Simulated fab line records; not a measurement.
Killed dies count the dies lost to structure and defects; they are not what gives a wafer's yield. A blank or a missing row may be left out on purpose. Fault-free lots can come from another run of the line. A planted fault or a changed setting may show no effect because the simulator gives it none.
fab line records ; flow nandHarc
record lots=7; wafers=18; lastDay=32
route steps=1302 shown P_STI@86 END@1302
lots untouched by any fault: they come from a run of this same line in which no faults occurred
startH: hours from the record's first day to the start of the lot's first wafer shown ; waitH: how many hours have passed since the lot's step before this one ; " unchanged from the row above ; L1.1+2: a single row standing in for several wafers ; - no value present, or no start provided ; * or withheld: withheld ; < > ~ a bound
route shown NAME@n: names a module that has steps shown in the file, with the first one's number in the route ; usual: mean/standard deviation taken from wafers without a fault ; same: alike in all rows ; chamber/n: place in a boat ; sites: the reading at each site ; _std_site: standard deviation across them ; _edge_site: outer sites' mean less inner sites' ; radiusMm: how far each site lies from the wafer's centre ; mask NAME#n: copy n ; behind: the most recent tool/chamber to have shaped the wafer ; hold: why the lot was held/for how many hours/how that ended ; device: names the non-switching transistor (n, p or np) ; end of line: tests run on the same wafers once the route is complete ; step lacking rows: just its recipe ; killed: the dies lost at the first sort to structure and to defects; this is not the yield of the wafer ; map: the dies of a wafer, with x for killed, . for not killed, _ for no die there
set.NAME: the setting that was run; set.NAME@STEP: the one run at that earlier step ; model.NAME: the simulator's own value behind a step, which no gauge read
lots at some steps of the route; a table a step, a row a wafer
services: a tool's chamber out of use, with start hour (startH, from the record's first day; less than 0 if before it), hours out, and reason
## steps
# step NHARC_P_STI_HARDBAKE_13
# recipe tempC=118; timeS=65
# step NHARC_P_STI_DESCUM_14
# recipe timeS=3; o2FlowSccm=200; arFlowSccm=0; biasPowerW=0; chemistry=O2
# usual drypumpMotorCurrentA=5.7/0.51; o2FlowSccm=199.9/0.54; oesProductAu=1.001/0.0092; rfVppV=57.7/0.89; showerheadPlenumPTorr=1.90/0.093; throttleValvePct=11.310/0.0091
lot.wafer;tool;chamber;startH;waitH;drypumpMotorCurrentA;o2FlowSccm;oesProductAu;rfHoursCounterH;rfVppV;showerheadPlenumPTorr;throttleValvePct
L613.3;rieDiel-11;0;50.78;-;4.9;201.3;0.998;10;57.2;1.86;11.303
L613.1;rieDiel-11;2;50.78;-;6.6;200.2;1.016;11;58.3;2.03;11.313
L613.5;rieDiel-11;3;50.78;-;5.3;199.6;1.017;-;57.2;1.80;11.300
L620.1;rieDiel-11;2;114.77;-;6.6;199.2;1.006;2;58.4;2.03;11.299
L620.3;rieDiel-11;0;114.77;-;4.9;199.7;1.006;3;58.2;1.86;11.318
L621.2;rieDiel-11;2;123.29;-;6.6;199.5;1.004;4;57.5;2.03;11.317
L621.6;rieDiel-11;0;123.29;-;5.0;199.3;1.001;-;57.6;1.86;11.321
L622.2;rieDiel-08;1;134.37;-;5.4;200.4;0.982;5;56.5;1.87;11.308
L622.5;rieDiel-08;3;134.37;-;6.3;200.1;0.990;-;58.0;2.04;11.302
L631.1;rieDiel-10;0;222.19;-;5.6;200.0;0.982;8;58.5;2.06;11.313
L631.5;rieDiel-10;2;222.19;-;6.1;199.6;0.994;-;57.4;1.87;11.312
L631.6;rieDiel-10;3;222.19;-;6.3;198.9;0.992;-;58.1;1.97;11.300
L633.3;rieDiel-08;1;245.29;-;5.4;199.9;1.003;1;57.9;1.87;11.304
L633.2;rieDiel-08;2;245.29;-;5.4;199.6;1.012;1;57.2;1.93;11.304
L633.4;rieDiel-08;3;245.29;-;6.3;200.2;0.995;-;58.2;2.04;11.306
L634.3;rieDiel-11;2;254.08;-;6.6;199.9;1.001;15;58.0;2.03;11.318
L634.2;rieDiel-11;3;254.08;-;5.4;199.1;1.003;14;57.3;1.79;11.305
L634.5;rieDiel-11;0;254.08;-;4.9;199.3;1.006;-;57.4;1.86;11.311
# step NHARC_P_STI_ETCH_42
# recipe targetDepthA=800; overetchA=240; timeS=61; ionEnergyEv=200; n2FlowSccm=150; h2FlowSccm=150; arFlowSccm=0; rfW=400; biasW=150; chemistry=N2/H2
# usual drypumpMotorCurrentA=5.7/0.51; oesProductAu=1.001/0.01; rfVppV=430.0/2.9; showerheadPlenumPTorr=2.02/0.1; throttleValvePct=14.172/0.0087
lot.wafer;tool;chamber;startH;waitH;drypumpMotorCurrentA;oesProductAu;rfHoursCounterH;rfVppV;showerheadPlenumPTorr;throttleValvePct
L613.3;rieDiel-11;3;50.86;0.1;5.3;1.006;10;426.9;1.91;14.165
L613.1;rieDiel-11;1;50.86;0.1;5.6;0.998;10;428.0;1.91;14.170
L613.5;rieDiel-11;2;50.86;0.1;6.6;1.011;-;433.8;2.17;14.177
L620.1;rieDiel-11;3;114.85;0.1;5.4;0.997;2;427.1;1.91;14.172
L620.3;rieDiel-11;1;114.85;0.1;5.6;1.005;3;427.9;1.90;14.163
L621.2;rieDiel-11;0;123.37;0.1;4.9;1.012;3;429.2;1.98;14.165
L621.6;rieDiel-11;3;123.37;0.1;5.4;0.997;-;425.9;1.91;14.171
L622.2;rieDiel-08;1;134.46;0.1;5.4;0.982;5;429.6;1.99;14.156
L622.5;rieDiel-08;0;134.46;0.1;5.6;1.003;-;426.7;1.95;14.173
L631.1;rieDiel-10;3;222.25;0.1;6.4;0.984;7;431.7;2.10;14.193
L631.6;rieDiel-10;3;222.25;0.1;6.3;0.989;-;432.9;2.10;14.162
L631.5;rieDiel-10;0;222.25;0.1;5.6;0.979;-;435.1;2.20;14.179
L633.2;rieDiel-08;1;245.39;0.1;5.5;0.996;1;427.7;1.99;14.182
L633.3;rieDiel-08;2;245.39;0.1;5.3;0.999;1;430.0;2.06;14.155
L633.4;rieDiel-08;2;245.39;0.1;5.4;1.005;-;430.3;2.06;14.157
L634.2;rieDiel-11;2;254.16;0.1;6.6;0.996;15;433.0;2.16;14.163
L634.3;rieDiel-11;3;254.16;0.1;5.3;0.987;14;427.3;1.90;14.165
L634.5;rieDiel-11;1;254.16;0.1;5.6;1.003;-;427.6;1.90;14.159
# step NHARC_P_STI_ETCH_31
# recipe targetDepthA=1089; timeS=54.5; cf4FlowSccm=100; chf3FlowSccm=30; arFlowSccm=0; rfW=500; biasW=200; chemistry=CF4/CHF3
# usual drypumpMotorCurrentA=5.7/0.51; oesProductAu=0.964/0.016; rfVppV=370.3/2.6; showerheadPlenumPTorr=1.56/0.075; throttleValvePct=16.802/0.0093
lot.wafer;tool;chamber;startH;waitH;drypumpMotorCurrentA;oesProductAu;rfHoursCounterH;rfVppV;showerheadPlenumPTorr;throttleValvePct
L613.1;rieDiel-11;1;-;-;5.6;0.987;10;367.4;1.48;16.791
L613.3;rieDiel-11;2;-;-;6.6;0.974;11;372.8;1.66;16.812
L613.5;rieDiel-11;1;-;-;5.6;0.978;-;365.7;1.48;16.797
L620.3;rieDiel-11;2;-;-;6.6;0.943;2;374.1;1.66;16.809
L620.1;rieDiel-11;3;-;-;5.3;0.957;2;367.2;1.48;16.793
L621.2;rieDiel-11;3;-;-;5.3;0.985;3;368.3;1.48;16.816
L621.6;rieDiel-11;3;-;-;5.3;0.986;-;368.1;1.48;16.807
L622.2;rieDiel-08;0;-;-;5.6;0.966;6;368.3;1.51;16.789
L622.5;rieDiel-08;0;-;-;5.6;0.962;-;367.8;1.51;16.803
L631.1;rieDiel-10;0;-;-;5.6;0.912;8;374.7;1.69;16.798
L631.5;rieDiel-10;3;-;-;6.3;0.915;-;370.9;1.62;16.783
L631.6;rieDiel-10;0;-;-;5.6;0.911;-;373.1;1.69;16.830
L633.2;rieDiel-08;3;-;-;6.3;0.960;1;374.5;1.67;16.810
L633.3;rieDiel-08;1;-;-;5.4;0.956;1;369.1;1.54;16.819
L633.4;rieDiel-08;3;-;-;6.3;0.955;-;374.6;1.67;16.799
L634.2;rieDiel-11;0;-;-;4.9;0.972;14;368.8;1.53;16.787
L634.3;rieDiel-11;1;-;-;5.6;0.962;14;366.4;1.47;16.800
L634.5;rieDiel-11;1;-;-;5.6;0.964;-;366.4;1.48;16.797
# step NHARC_P_STI_ETCH_15
# recipe targetDepthA=3000; taperDeg=4; timeS=100.1; hbrFlowSccm=150; cl2FlowSccm=50; rfW=400; icpW=400; biasW=100; chemistry=HBr/Cl2
# usual drypumpMotorCurrentA=5.9/0.48; hbrFlowSccm=150.1/0.44; oesProductAu=1.000/0.0072; throttleValvePct=26.405/0.0085
lot.wafer;tool;chamber;startH;waitH;drypumpMotorCurrentA;hbrFlowSccm;oesProductAu;rfHoursCounterH;throttleValvePct
L613.3;rieSi-06;1;51.05;-;5.3;150.4;0.989;1.0;26.390
L613.1;rieSi-06;0;51.05;-;6.0;149.9;1.000;1.0;26.414
L613.5;rieSi-06;2;51.05;-;5.5;150.5;1.008;-;26.408
L620.1;rieSi-05;3;115.05;-;5.5;150.1;0.987;1.1;26.411
L620.3;rieSi-05;1;115.05;-;6.0;151.3;0.998;1.1;26.393
L621.2;rieSi-04;2;123.60;-;6.1;150.5;1.008;0.8;26.408
L621.6;rieSi-04;0;123.60;-;5.4;150.7;1.013;-;26.399
L622.2;rieSi-06;1;134.71;-;5.4;150.2;0.996;0.2;26.405
L622.5;rieSi-06;3;134.71;-;6.0;149.8;1.012;-;26.402
L631.1;rieSi-05;2;222.50;-;5.3;149.7;0.998;0.6;26.408
L631.5;rieSi-05;3;222.50;-;5.5;150.2;0.997;-;26.415
L631.6;rieSi-05;0;222.50;-;6.5;149.8;1.002;-;26.416
L633.2;rieSi-05;3;245.61;-;5.4;149.0;1.003;0.8;26.407
L633.3;rieSi-05;0;245.61;-;6.5;149.1;1.008;0.8;26.401
L633.4;rieSi-05;1;245.61;-;6.0;150.5;1.005;0.8;26.429
L634.2;rieSi-05;1;254.34;-;6.0;149.5;0.995;0.9;26.411
L634.3;rieSi-05;2;254.34;-;5.3;149.8;0.996;0.9;26.410
L634.5;rieSi-05;2;254.34;-;5.3;149.7;0.998;-;26.399
# step NHARC_P_STI_CD_MEAS_16
# usual cdNm=199.1/1.7
lot.wafer;tool;chamber;startH;waitH;cdNm
L613.1;cdSem-02;-;51.21;-;199.6
L613.3;cdSem-02;-;51.21;-;200.0
L613.5;cdSem-02;-;51.21;-;200.0
L620.1;cdSem-03;-;115.20;-;199.0
L620.3;cdSem-03;-;115.20;-;198.7
L621.2;cdSem-01;-;123.72;-;195.5
L621.6;cdSem-01;-;123.72;-;197.4
L622.2;cdSem-01;-;134.82;-;198.7
L622.5;cdSem-01;-;134.82;-;199.7
L631.1;cdSem-01;-;222.61;-;197.9
L631.5;cdSem-01;-;222.61;-;200.1
L631.6;cdSem-01;-;222.61;-;200.9
L633.2;cdSem-03;-;245.76;-;201.5
L633.3;cdSem-03;-;245.76;-;199.8
L633.4;cdSem-03;-;245.76;-;198.6
L634.2;cdSem-02;-;254.51;-;196.2
L634.3;cdSem-02;-;254.51;-;196.3
L634.5;cdSem-02;-;254.51;-;196.1
# step NHARC_P_STI_OCD_MEAS_17
# usual trenchDepthNm=300.1/2.8; trenchFootCdNm=157.8/1.6
lot.wafer;tool;chamber;startH;waitH;trenchDepthNm;trenchFootCdNm
L613.1;ocd-02;-;51.30;0.1;299.9;158.2
L613.3;ocd-02;-;51.30;0.1;297.6;159.2
L613.5;ocd-02;-;51.30;0.1;301.3;159.7
L620.1;ocd-01;-;115.29;0.1;293.6;159.2
L620.3;ocd-01;-;115.29;0.1;300.3;157.1
L621.2;ocd-01;-;123.81;0.1;301.1;154.5
L621.6;ocd-01;-;123.81;0.1;304.7;156.4
L622.2;ocd-01;-;134.91;0.1;301.6;157.6
L622.5;ocd-01;-;134.91;0.1;302.4;158.6
L631.1;ocd-01;-;222.70;0.1;302.1;155.6
L631.5;ocd-01;-;222.70;0.1;297.5;158.4
L631.6;ocd-01;-;222.70;0.1;300.3;160.0
L633.2;ocd-01;-;245.84;0.1;302.1;159.5
L633.3;ocd-01;-;245.84;0.1;301.3;158.3
L633.4;ocd-01;-;245.84;0.1;302.9;156.7
L634.2;ocd-02;-;254.59;0.1;300.0;154.5
L634.3;ocd-02;-;254.59;0.1;298.1;155.1
L634.5;ocd-02;-;254.59;0.1;300.3;153.7
# step NHARC_P_STI_STRIP_19
# recipe timeS=900; tempC=130; chemistry=SPM
# step NHARC_P_STI_PRECLEAN_32
# recipe timeS=*; tempC=50; bathAgeMin=0; chemistry=SC1
# step NHARC_P_STI_SRD_23
# step NHARC_P_STI_OCD_MEAS_43
# usual trenchDepthNm=300.1/2.8; trenchFootCdNm=157.9/1.6
lot.wafer;tool;chamber;startH;waitH;trenchDepthNm;trenchFootCdNm
L613.1;ocd-01;-;51.80;-;299.8;157.5
L613.3;ocd-01;-;51.80;-;297.4;159.1
L613.5;ocd-01;-;51.80;-;300.8;159.6
L620.1;ocd-02;-;115.80;-;293.7;158.6
L620.3;ocd-02;-;115.80;-;300.0;157.5
L621.2;ocd-02;-;124.31;-;300.7;154.3
L621.6;ocd-02;-;124.31;-;304.0;155.9
L622.2;ocd-01;-;135.43;-;301.5;157.4
L622.5;ocd-01;-;135.43;-;303.3;159.5
L631.1;ocd-02;-;223.22;-;301.8;156.4
L631.5;ocd-02;-;223.22;-;297.3;158.7
L631.6;ocd-02;-;223.22;-;300.0;160.0
L633.2;ocd-02;-;246.35;-;302.6;158.9
L633.3;ocd-02;-;246.35;-;302.0;158.6
L633.4;ocd-02;-;246.35;-;302.4;156.5
L634.2;ocd-01;-;255.10;-;300.5;155.0
L634.3;ocd-01;-;255.10;-;297.6;155.9
L634.5;ocd-01;-;255.10;-;301.1;153.6
# step NHARC_P_STI_OXIDE_33
# recipe targetThkA=100; tempC=1000; oxTimeS=281; material=SiO2
# step NHARC_P_STI_HDPCVD_20
# recipe targetThkA=withheld; sigmaOpenFrac=withheld; material=SiO2
lot.wafer;tool;chamber;startH;waitH
L613.1+3+5;hdpcvd-01;1,1,0;59.77;0.5
L620.1+3;hdpcvd-01;1;123.51;0.4
L621.2+6;hdpcvd-01;1;132.76;0.4
L622.2+5;hdpcvd-01;1;144.78;0.5
L631.1+5+6;hdpcvd-01;1,0,1;231.67;0.5
L633.2+4+3;hdpcvd-01;1,0,1;255.17;0.5
L634.2+3+5;hdpcvd-01;1,1,0;263.24;0.5
# step NHARC_P_STI_ANNEAL_34
# recipe tempC=1000; timeS=1800
# step NHARC_P_STI_CMP_21
# recipe tOverpolishS=20; targetThkNm=380.67
# usual motorCurrentA=11.9/1; overpolishRunS=20.000/0.0091
lot.wafer;tool;chamber;startH;waitH;motorCurrentA;overpolishRunS
L613.1;cmp-02;1;68.19;0.4;10.8;20.007
L613.3;cmp-02;2;68.19;0.4;10.0;19.992
L613.5;cmp-02;1;68.19;0.4;11.8;20.001
L620.1;cmp-03;3;131.98;0.4;12.5;19.986
L620.3;cmp-03;1;131.98;0.4;10.8;20.004
L621.2;cmp-02;1;144.60;0.4;11.2;19.991
L621.6;cmp-02;2;144.60;0.4;10.2;20.005
L622.2;cmp-03;2;156.41;0.4;10.7;19.993
L622.5;cmp-03;2;156.41;0.4;10.6;20.016
L631.1;cmp-02;0;240.10;0.4;11.7;19.995
L631.6;cmp-02;2;240.10;0.4;10.3;19.985
L631.5;cmp-02;3;240.10;0.4;13.0;20.014
L633.3;cmp-03;3;264.84;0.4;13.1;19.994
L633.2;cmp-03;0;264.84;0.4;13.8;19.983
L633.4;cmp-03;1;264.84;0.4;11.1;20.002
L634.3;cmp-03;0;271.85;0.4;13.2;19.995
L634.2;cmp-03;3;271.85;0.4;13.2;19.993
L634.5;cmp-03;1;271.85;0.4;11.1;19.997
# step NHARC_P_STI_SRD_35
# step NHARC_P_STI_ETCH_36
# recipe targetDepthA=388; chemistry=dHF; material=SiO2
# step NHARC_P_STI_STRIP_24
# recipe tempC=160; chemistry=H3PO4; material=Si3N4
# step NHARC_P_STI_ETCH_37
# recipe targetDepthA=110; chemistry=dHF; material=SiO2
# step NHARC_P_STI_PRECLEAN_38
# recipe timeS=*; tempC=50; bathAgeMin=0; chemistry=SC1
# step NHARC_P_STI_SRD_39
# step NHARC_P_STI_OXIDE_40
# recipe targetThkA=100; tempC=900; oxTimeS=1362; material=SiO2
# step NHARC_END_SORT_01
# recipe tempC=25
# usual killedAtArray=56/19; killedAtOther=1.0/1.5; killedAtPeriphery=3.4/2.4; killedDies=60/19; killedOpen=3.3/1.8; killedShort=2.4/1.7
# same grossDies=677
lot.wafer;tool;chamber;startH;waitH;killedAtArray;killedAtOther;killedAtPeriphery;killedDies;killedOpen;killedShort
L621.2;prober-01;0;653.47;2.8;57;0;85;142;4;4
L621.6;prober-01;0;656.69;4.0;50;1;78;129;3;3
L620.1;prober-02;0;682.61;2.5;58;0;76;134;2;2
L620.3;prober-02;0;684.20;3.1;69;0;71;140;3;2
L622.2;prober-01;0;699.53;2.8;36;1;70;107;3;4
L622.5;prober-01;0;701.98;3.8;53;3;69;125;6;3
# killed by level:class
L621.2 P_STI:unspecified=76 A_CHANNEL_HOLE_D2:chamberFilmFlake=35 A_CHANNEL_HOLE_D1:chamberFilmFlake=6 A_BLC:chamberFilmFlake=4 P_BONDPAD:chamberFilmFlake=3 P_GATE:chamberFilmFlake=3 A_WL_FILL:geometricParticle:open=2 P_M2:chamberFilmFlake=2
L621.6 P_STI:unspecified=69 A_CHANNEL_HOLE_D2:chamberFilmFlake=35 A_STAIRCASE:chamberFilmFlake=4 A_CONTACT:chamberFilmFlake=4 P_BONDPAD:chamberFilmFlake=3 A_CHANNEL_HOLE_D1:chamberFilmFlake=3 P_GATE:geometricParticle:short=1 P_CONTACT:geometricParticle:open=1
L620.1 P_STI:unspecified=67 A_CHANNEL_HOLE_D1:chamberFilmFlake=27 A_SLIT:chamberFilmFlake=19 A_CHANNEL_HOLE_D2:chamberFilmFlake=4 P_ZERO_WELL:chamberFilmFlake=3 A_ONON_D1:geometricParticle:short=2 P_GATE:unspecified=2 P_GATE:chamberFilmFlake=2
L620.3 P_STI:unspecified=67 A_CHANNEL_HOLE_D1:chamberFilmFlake=31 A_SLIT:chamberFilmFlake=23 A_CHANNEL_HOLE_D2:chamberFilmFlake=8 P_GATE:chamberFilmFlake=3 A_CONTACT:chamberFilmFlake=2 P_CONTACT:geometricParticle:short=1 A_ONON_D1:geometricParticle:short=1
L622.2 P_STI:unspecified=67 A_SLIT:chamberFilmFlake=19 A_CONTACT:chamberFilmFlake=4 A_STAIRCASE:chamberFilmFlake=3 A_CHANNEL_FILL_D1:geometricParticle:short=2 P_GATE:chamberFilmFlake=2 A_CHANNEL_HOLE_D2:chamberFilmFlake=2 A_CHANNEL_HOLE_D1:chamberFilmFlake=2
L622.5 P_STI:unspecified=66 A_SLIT:chamberFilmFlake=19 A_CHANNEL_HOLE_D2:chamberFilmFlake=14 A_CONTACT:chamberFilmFlake=6 A_CHANNEL_HOLE_D1:chamberFilmFlake=4 A_STAIRCASE:chamberFilmFlake=3 THIN_TSV:chamberFilmFlake=3 A_M0:geometricParticle:open=2
# map L620.3 (x killed, . not)
____________.____________
_________......._________
_______..........._______
______....x........______
_____..............._____
____...........x..x..____
____.................____
___...................___
___...................___
__.....................__
__.....................__
_......................._
_...............x......._
_....x........x.x......._
_......................._
_......................._
.....................x...
.....................xxx.
.................x.xxxxxx
.................x.xxxxxx
.............x....xxxxxxx
_.................xxxxxx_
_................xxxxxxx_
_.................xxxxxx_
_........x......x.xxxxxx_
_.......xxxxx....xxxxxxx_
__.......xxx......xxxxx__
__......xxxxx.....xxxxx__
___....x.xxxx....xx.xx___
___...x.xxxxx.......xx___
____....x.xxxxx...x.x____
____..x..xxx.x.......____
_____..xxxx.x......._____
______.xxxxxx.x....______
_______.xxxxx....._______
_________xx....._________
____________x____________
# map L621.2 (x killed, . not)
____________.____________
_________.x....._________
_______........x.._______
______.....x.......______
_____..............._____
____.................____
____.x..x............____
___..x...........x....___
___...................___
__.....................__
__.....................__
_......x..............x._
_......................._
_..................x...._
_...x..................x_
_.x............x.x....xx_
....................x..x.
......................x.x
....................x.xxx
..............x....xxxxxx
..................x.xxxxx
_.......xx.......xxxxxxx_
_.........xx.....xxxxxxx_
_.x..x............xxxxxx_
_.........x..x...xxxxxxx_
_........xx.xx...xxxxxxx_
__......xxxxxx...xxxxxx__
__.....xxxxxx....xxxxxx__
___......xxxxx.....xxx___
___....xxxxx......xxxx___
____.....xxx....x.xxx____
____......x...x......____
_____....xx.x......._____
______..x..xx......______
_______..........._______
_________x..x..._________
____________.____________
## services
tool;chamber;startH;hours;kind
rieDiel-08;2;27.32;3.9;repair
rieDiel-11;1;29.63;4.4;repair
rieDiel-11;3;31.25;4.0;repair
cmp-03;-;36.44;1.3;repair
rieDiel-08;1;37.72;4.4;repair
cmp-03;-;64.12;4.0;pm
rieDiel-11;-;79.11;9.0;pm
cmp-03;-;83.04;0.7;repair
rieDiel-08;-;93.65;0.2;repair
cmp-03;-;94.63;0.6;repair
rieDiel-11;-;116.75;1.1;repair
rieDiel-08;2;121.62;17.2;repair
rieSi-05;-;128.00;9.0;pm
cmp-03;-;139.15;3.7;repair
rieDiel-08;3;165.07;2.4;repair
rieDiel-08;2;171.39;3.1;repair
hdpcvd-01;-;185.46;13.0;pm
rieDiel-08;-;190.88;9.0;pm
rieDiel-08;-;203.60;4.1;repair
rieSi-05;1;216.96;4.9;repair
rieDiel-08;0;243.24;6.7;repair
hdpcvd-01;-;246.36;0.5;repair
rieDiel-11;-;256.11;9.0;pm
rieSi-05;-;268.28;1.5;repair
## key
firstSign step=NHARC_END_SORT_01; reading=killedAtPeriphery; direction=up; sigmas=30; usual=3.4; struck=74.8
effect step=NHARC_END_SORT_01; reading=killedDies; direction=up; sigmas=3.7; usual=60; struck=130
moreKillsBornAt NHARC_P_STI_HDPCVD_20@hdpcvd-01=412
metAt NHARC_P_STI_HDPCVD_20
struckWafers L620.1,L620.3,L621.2,L621.6,L622.2,L622.5
testerLeftOut L620,L621,L622
onsetBetween 59.77 123.51
fault kind=chamberParticleSource; tool=hdpcvd-01; chamber=1; onsetH=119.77; steps=NHARC_P_STI_HDPCVD_20; ratePerVisitCm2=2.1322; endH=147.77
# testerLeftOut: of these lots the tester's yield and bins aren't shown, on N5 and GAA mostly nor the transistor test; their killed dies are dies lost to structure and defects alone, not to doping, threshold or leakage, so they don't give the yield
